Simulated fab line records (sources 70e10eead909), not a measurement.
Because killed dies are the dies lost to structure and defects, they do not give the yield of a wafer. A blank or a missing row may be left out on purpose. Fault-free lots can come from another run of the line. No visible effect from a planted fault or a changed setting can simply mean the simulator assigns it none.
Chamber matching | flow nandHarc | NHARC_A_CONTACT_ETCH_88 on rieDiel-08 has 4 sister chambers
The step etches the open film in CF4, target depth 39 nm, time 65 s. 20 wafers are shown with their chamber, then 10 later ones without.

== WAFERS PAIRED WITH THEIR CHAMBERS ==
wafer  | chamber | drypumpMotorCurrentA (A) | showerheadPlenumPTorr (Torr) | rfVppV (V)
L074.3 | 3       | 5.1                      | 1.70                         | 152.7
L074.4 | 2       | 4.8                      | 1.85                         | 152.0
L074.5 | 2       | 4.8                      | 1.85                         | 152.5
L078.2 | 0       | 5.7                      | 1.89                         | 153.1
L078.5 | 1       | 5.4                      | 1.81                         | 152.2
L078.6 | 2       | 4.8                      | 1.84                         | 153.4
L079.1 | 2       | 4.8                      | 1.84                         | 151.6
L079.2 | 0       | 5.7                      | 1.89                         | 154.0
L079.6 | 1       | 5.4                      | 1.80                         | 151.6
L080.1 | 1       | 5.4                      | 1.80                         | 153.0
L080.4 | 0       | 5.7                      | 1.89                         | 152.8
L080.5 | 1       | 5.4                      | 1.80                         | 152.0
L081.2 | 3       | 5.1                      | 1.69                         | 150.0
L081.3 | 0       | 5.8                      | 1.89                         | 153.7
L081.4 | 2       | 4.8                      | 1.84                         | 152.0
L088.1 | 3       | 5.1                      | 1.69                         | 151.5
L088.3 | 2       | 4.8                      | 1.84                         | 152.7
L088.6 | 0       | 5.7                      | 1.89                         | 154.5
L095.1 | 3       | 5.1                      | 1.69                         | 150.0
L095.4 | 2       | 4.8                      | 1.83                         | 152.5

SIGNATURES, as means of the wafers listed above
reading               | chamber 0 | chamber 1 | chamber 2 | chamber 3 | scatter within a chamber
drypumpMotorCurrentA  | 5.720     | 5.400     | 4.800     | 5.100     | 0.0224
showerheadPlenumPTorr | 1.8900    | 1.8025    | 1.8414    | 1.6925    | 0.00522
rfVppV                | 153.620   | 152.200   | 152.386   | 151.050   | 0.795
Rule: for each reading, subtract the chamber's mean from the wafer's reading, divide by that reading's scatter and square the result; add these up over the readings and take the root, which gives the wafer's distance from the chamber. If the next closest chamber is less than 2 further off than the closest, the wafer can't be placed; otherwise it belongs to the closest. The scatter: the root of (the sum of the squares of (reading less its chamber's mean) over the shown wafers, divided by (wafers less chambers)).

== WAFERS WITHOUT THEIR CHAMBER ==
wafer  | drypumpMotorCurrentA (A) | showerheadPlenumPTorr (Torr) | rfVppV (V)
L095.5 | 4.8                      | 1.83                         | 151.3
L094.1 | 4.8                      | 1.83                         | 151.5
L094.2 | 5.1                      | 1.69                         | 151.5
L094.3 | 5.4                      | 1.80                         | 150.7
L093.3 | 5.1                      | 1.69                         | 149.5
L093.4 | 4.8                      | 1.83                         | 151.3
L093.6 | 4.8                      | 1.83                         | 152.2
L086.1 | 4.8                      | 1.83                         | 151.8
L086.2 | 5.1                      | 1.69                         | 151.6
L086.6 | 5.7                      | 1.89                         | 152.0

== THE CHAMBER EACH PASSED THROUGH ==
wafer  | from the rows above | in truth
L095.5 | 2                   | 2
L094.1 | 2                   | 2
L094.2 | 3                   | 3
L094.3 | 1                   | 1
L093.3 | 3                   | 3
L093.4 | 2                   | 2
L093.6 | 2                   | 2
L086.1 | 2                   | 2
L086.2 | 3                   | 3
L086.6 | 0                   | 0
Placed correctly: 10 of 10. Left unplaced by these rows: 0. Wrongly placed: 0.
